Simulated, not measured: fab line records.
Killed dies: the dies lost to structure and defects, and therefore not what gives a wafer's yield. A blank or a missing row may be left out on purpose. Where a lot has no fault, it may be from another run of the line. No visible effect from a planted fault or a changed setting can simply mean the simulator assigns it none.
The tool behind it: which one?    flow n5Finfet    8 lots, 23 wafers sampled, at 8 steps of a route of 1938

== WHAT THE GAUGES SHOWED, per wafer ==
N5_BEOL_M4_RC_MEAS_101. Usual: DIBL_N 36.4 mV/V, standard deviation 1.7; DIBL_P 36.4 mV/V, standard deviation 2.1; IOFF_N 0.16 nA/um, standard deviation 0.035; IOFF_P 0.21 nA/um, standard deviation 0.035; ION_N 680 uA/um, standard deviation 11; ION_P 465 uA/um, standard deviation 6.8; SS_N 71.5 mV/dec, standard deviation 0.58; SS_P 73.2 mV/dec, standard deviation 0.72; VT_N 249 mV, standard deviation 3.6; VT_P -250 mV, standard deviation 3.1.
lot   measured      on         DIBL_N (mV/V)   DIBL_P (mV/V)   IOFF_N (nA/um)  IOFF_P (nA/um)  ION_N (uA/um)  ION_P (uA/um)  SS_N (mV/dec)   SS_P (mV/dec)   VT_N (mV)    VT_P (mV)       flag
L531  day 8 12:06   prober-02  38.5 37.1 36.7  37.3 34.6 34.6  0.18 0.14 0.14  0.21 0.17 0.15  693 685 668    464 461 447    71.5 71.3 71.4  73.9 73.2 73.4  246 253 253  -248 -254 -254  
L533  day 8 13:37   prober-01  36.0 35.2 37.9  37.7 36.5 39.5  0.17 0.16 0.22  0.24 0.22 0.28  685 686 693    469 471 476    71.2 71.3 72.1  73.6 73.5 74.4  248 249 247  -250 -250 -246  
L537  day 9 22:27   prober-01  36.3 34.1 36.1  35.4 33.1 35.0  0.15 0.13 0.15  0.22 0.19 0.22  689 670 683    472 466 474    71.8 71.3 71.7  73.4 72.8 73.1  252 252 252  -248 -246 -246  
L539  day 9 23:12   prober-02  34.2 34.8 37.7  34.4 34.9 37.7  0.13 0.14 0.18  0.18 0.18 0.22  689 675 695    466 465 468    70.7 72.1 71.9  72.2 72.0 72.7  251 251 248  -254 -253 -252  
L538  day 10 00:14  prober-02  36.7 32.4 36.7  38.2 33.1 37.7  0.19 0.12 0.19  0.24 0.16 0.23  682 671 682    472 461 465    72.0 71.7 71.5  74.0 72.1 73.9  244 254 246  -249 -253 -250  
L540  day 10 02:14  prober-02  36.5 38.0 40.3  36.4 39.3 42.2  0.14 0.19 0.24  0.19 0.24 0.30  686 693 701    472 474 475    72.0 71.2 72.4  73.6 73.5 74.3  251 249 244  -252 -249 -245  
L552  day 13 05:23  prober-02  39.5 37.7       40.4 37.7       0.24 0.19       0.28 0.23       686 702        463 471        73.2 71.0       74.5 73.2       243 243      -247 -249       
L550  day 13 08:45  prober-01  36.3 38.7 38.8  34.1 36.9 36.5  0.15 0.20 0.21  0.21 0.25 0.24  680 689 686    469 472 465    71.4 72.1 71.3  73.1 73.9 73.6  249 247 247  -249 -248 -248  

N5_BEOL_M5_OCD_MEAS_38. Usual: trenchDepthNm reads 72.0 nm (standard deviation 1.4).
lot   measured      on      trenchDepthNm (nm)  flag
L531  day 8 19:33   ocd-01  71.0 72.2 72.5      
L533  day 8 19:58   ocd-01  72.6 72.3 70.2      
L537  day 10 05:57  ocd-02  72.1 69.5 71.8      
L539  day 10 05:41  ocd-01  72.2 72.3 73.0      
L538  day 10 13:02  ocd-02  73.3 72.7 73.8      
L540  day 10 13:20  ocd-01  71.3 70.4 69.3      
L552  day 13 12:11  ocd-01  12.2 8.9            OFF
L550  day 13 13:57  ocd-01  72.4 2.2 72.9       OFF

N5_BEOL_M5_THK_MEAS_53: measures by xrf. Usual: M5_THK 62.7 nm, standard deviation 1.7.
lot   measured      on            M5_THK (nm)     flag
L531  day 9 03:52   filmMetro-01  62.8 62.3 63.0  
L533  day 9 03:41   filmMetro-02  63.0 62.9 59.7  
L537  day 10 14:43  filmMetro-01  63.3 61.0 61.3  
L539  day 10 13:28  filmMetro-01  61.9 62.1 62.7  
L538  day 10 19:31  filmMetro-01  65.1 64.4 66.9  
L540  day 10 20:50  filmMetro-02  61.6 61.7 59.4  
L552  day 13 18:53  filmMetro-02  - -             OFF
L550  day 13 21:56  filmMetro-02  64.9 - 65.1     

== EACH LOT AND THE TOOL THAT RAN IT (in order: tool; ch and the chambers of the sampled wafers; start) ==
lot   N5_BEOL_M5_HM_DEP_02         N5_BEOL_M5_HM_OPEN_17             N5_BEOL_M5_DESCUM_33               N5_BEOL_M5_VIA_ETCH_34             N5_BEOL_M5_TRENCH_ETCH_37
L531  pvdSputter-01, day 8 14:12   rieMetal-03 ch 0,1, day 8 15:05   rieDiel-03 ch 2,3, day 8 19:08     rieDiel-03 ch 2,3, day 8 19:19     rieDiel-03 ch 2,3, day 8 19:33 or earlier
L533  pvdSputter-03, day 8 15:34   rieMetal-03 ch 1, day 8 16:26     rieDiel-06 ch 0,3, day 8 19:32     rieDiel-06 ch 0,3, day 8 19:43     rieDiel-06 ch 0,3, day 8 19:58 or earlier
L537  pvdSputter-01, day 10 00:37  rieMetal-02 ch 0,1, day 10 01:37  rieDiel-03 ch 0,1, day 10 05:32    rieDiel-03 ch 0,1, day 10 05:43    rieDiel-03 ch 0,1, day 10 05:57 or earlier
L539  pvdSputter-01, day 10 00:58  rieMetal-01 ch 0,1, day 10 01:52  rieDiel-06 ch 0,1, day 10 05:16    rieDiel-06 ch 0,1, day 10 05:26    rieDiel-06 ch 0,1, day 10 05:41 or earlier
L538  pvdSputter-02, day 10 05:32  rieMetal-01 ch 0,1, day 10 06:23  rieDiel-06 ch 0,1, day 10 12:25    rieDiel-06 ch 0,1, day 10 12:41    rieDiel-06 ch 0,1, day 10 13:02 or earlier
L540  pvdSputter-03, day 10 05:53  rieMetal-02 ch 0,1, day 10 06:58  rieDiel-03 ch 0,1,2, day 10 12:55  rieDiel-03 ch 0,1,2, day 10 13:05  rieDiel-03 ch 0,1,2, day 10 13:20 or earlier
L552  pvdSputter-03, day 13 08:11  rieMetal-03 ch 1, day 13 08:56    rieDiel-05 ch 0,3, day 13 11:46    rieDiel-05 ch 0,3, day 13 11:56    rieDiel-05 ch 0,3, day 13 12:11 or earlier
L550  pvdSputter-03, day 13 11:56  rieMetal-03 ch 0,1, day 13 12:43  rieDiel-05 ch 0,1, day 13 13:32    rieDiel-05 ch 0,1, day 13 13:43    rieDiel-05 ch 0,1, day 13 13:57 or earlier
- N5_BEOL_M5_HM_DEP_02: deposits TiN, target thk 20 nm.
- N5_BEOL_M5_HM_OPEN_17: chemistry Cl2/BCl3, target TiN, target depth 20 nm, overetch 6 nm.
- N5_BEOL_M5_DESCUM_33: chemistry O2, time 7 s.
- N5_BEOL_M5_VIA_ETCH_34: etches SiCOH lowk in C4F6/O2, target depth 88.3 nm, time 39.2 s.
- N5_BEOL_M5_TRENCH_ETCH_37: etches SiCOH lowk in C4F6/O2, target depth 71.652 nm, time 24.7 s.

== WHAT THE TOOLS THEMSELVES READ (means of the sampled wafers that have a number; where no wafer has one, the mark that the record gives instead) ==
N5_BEOL_M5_HM_DEP_02. Usual: throttleValvePct reads 29.3 % (standard deviation 1.2).
lot   tool           throttleValvePct (%)  flag
L531  pvdSputter-01  29.2                  
L533  pvdSputter-03  29.4                  
L537  pvdSputter-01  30.1                  
L539  pvdSputter-01  29.2                  
L538  pvdSputter-02  30.4                  
L540  pvdSputter-03  29.9                  
L552  pvdSputter-03  29.8                  
L550  pvdSputter-03  29.9                  

N5_BEOL_M5_HM_OPEN_17. Usual: drypumpMotorCurrentA 5.7 A, standard deviation 0.36; oesProductAu 0.68 a.u., standard deviation 0.1; throttleValvePct 22.18 %, standard deviation 0.24.
lot   tool         drypumpMotorCurrentA (A)  oesProductAu (a.u.)  throttleValvePct (%)  flag
L531  rieMetal-03  5.7                       0.68                 22.30                 
L533  rieMetal-03  5.5                       0.60                 22.45                 
L537  rieMetal-02  5.2                       0.56                 22.08                 
L539  rieMetal-01  5.8                       0.74                 22.30                 
L538  rieMetal-01  6.0                       0.76                 22.10                 
L540  rieMetal-02  5.2                       0.56                 22.08                 
L552  rieMetal-03  5.5                       0.68                 22.29                 
L550  rieMetal-03  5.7                       0.69                 22.24                 

N5_BEOL_M5_DESCUM_33. Usual: drypumpMotorCurrentA 5.37 A, standard deviation 0.27; oesProductAu 0.80 a.u., standard deviation 0.11; rfVppV 243.5 V, standard deviation 1.2; showerheadPlenumPTorr 2.11 Torr, standard deviation 0.049; throttleValvePct 20.38 %, standard deviation 0.23.
lot   tool        drypumpMotorCurrentA (A)  oesProductAu (a.u.)  rfVppV (V)  showerheadPlenumPTorr (Torr)  throttleValvePct (%)  flag
L531  rieDiel-03  5.19                      0.69                 243.5       2.11                          20.59                 
L533  rieDiel-06  5.17                      0.72                 244.0       2.16                          20.47                 
L537  rieDiel-03  5.49                      0.77                 245.1       2.16                          20.34                 
L539  rieDiel-06  5.21                      0.80                 244.3       2.17                          20.29                 
L538  rieDiel-06  5.20                      0.79                 244.6       2.17                          20.30                 
L540  rieDiel-03  5.48                      0.72                 243.2       2.12                          20.41                 
L552  rieDiel-05  5.16                      0.82                 243.1       2.09                          20.38                 
L550  rieDiel-05  5.30                      0.89                 243.2       2.06                          20.15                 

N5_BEOL_M5_VIA_ETCH_34. Usual: drypumpMotorCurrentA 5.38 A, standard deviation 0.27; oesProductAu 0.80 a.u., standard deviation 0.1; rfVppV 668 V, standard deviation 8.9; showerheadPlenumPTorr 2.87 Torr, standard deviation 0.071; throttleValvePct 20.86 %, standard deviation 0.21.
lot   tool        drypumpMotorCurrentA (A)  oesProductAu (a.u.)  rfVppV (V)  showerheadPlenumPTorr (Torr)  throttleValvePct (%)  flag
L531  rieDiel-03  5.19                      0.68                 679         2.88                          21.07                 
L533  rieDiel-06  5.18                      0.73                 679         2.92                          20.89                 
L537  rieDiel-03  5.51                      0.77                 667         2.95                          20.83                 
L539  rieDiel-06  5.23                      0.80                 672         2.95                          20.79                 
L538  rieDiel-06  5.22                      0.80                 673         2.95                          20.79                 
L540  rieDiel-03  5.49                      0.72                 665         2.88                          20.86                 
L552  rieDiel-05  5.17                      0.38                 666         2.86                          20.82                 OFF
L550  rieDiel-05  5.32                      0.70                 664         2.81                          20.57                 

N5_BEOL_M5_TRENCH_ETCH_37. Usual: drypumpMotorCurrentA 5.38 A, standard deviation 0.27; oesProductAu 0.80 a.u., standard deviation 0.1; rfVppV 668 V, standard deviation 8.9; showerheadPlenumPTorr 2.87 Torr, standard deviation 0.071; throttleValvePct 20.90 %, standard deviation 0.21.
lot   tool        drypumpMotorCurrentA (A)  oesProductAu (a.u.)  rfVppV (V)  showerheadPlenumPTorr (Torr)  throttleValvePct (%)  flag
L531  rieDiel-03  5.17                      0.69                 680         2.88                          21.11                 
L533  rieDiel-06  5.15                      0.73                 680         2.92                          20.93                 
L537  rieDiel-03  5.51                      0.77                 667         2.95                          20.86                 
L539  rieDiel-06  5.21                      0.79                 673         2.95                          20.83                 
L538  rieDiel-06  5.20                      0.80                 673         2.95                          20.83                 
L540  rieDiel-03  5.50                      0.72                 666         2.88                          20.90                 
L552  rieDiel-05  5.18                      0.81                 664         2.86                          20.98                 
L550  rieDiel-05  5.32                      0.89                 663         2.81                          20.65                 

== THE ANSWER, worked out from the rows above alone ==
Rule: lot off if the mean of its wafers having a number is beyond 3 standard deviations from the usual mean. Also off: a lot with no number at a reading for which 4 or more lots have one. All remaining lots with rows at the step are treated as sound. After the gauges, taken in route order, come the tools' own readings; for these a lot's mean is taken, as printed above. At the first step where some lot is off, the reading lying furthest off is the one used; lots without a number count as furthest.
Off at N5_BEOL_M5_OCD_MEAS_38 (trenchDepthNm): L552, L550.
If a tool, at a process step before that reading, ran all the lots that are off and no sound lot after the first of them, it fits. Gauges at N5_BEOL_M5_OCD_MEAS_38: tried the same way as those tools. N5_BEOL_M5_TRENCH_ETCH_37 gives no start for some lots, so the hours and the order of its lots are those of N5_BEOL_M5_OCD_MEAS_38. Can't be told from this: 4 tools fit, pvdSputter-03 at N5_BEOL_M5_HM_DEP_02, rieMetal-03 at N5_BEOL_M5_HM_OPEN_17, rieDiel-05 at N5_BEOL_M5_DESCUM_33 and N5_BEOL_M5_VIA_ETCH_34 and N5_BEOL_M5_TRENCH_ETCH_37, ocd-01 at N5_BEOL_M5_OCD_MEAS_38.

== WHAT HAD BEEN PUT IN BY THE SIMULATOR ==
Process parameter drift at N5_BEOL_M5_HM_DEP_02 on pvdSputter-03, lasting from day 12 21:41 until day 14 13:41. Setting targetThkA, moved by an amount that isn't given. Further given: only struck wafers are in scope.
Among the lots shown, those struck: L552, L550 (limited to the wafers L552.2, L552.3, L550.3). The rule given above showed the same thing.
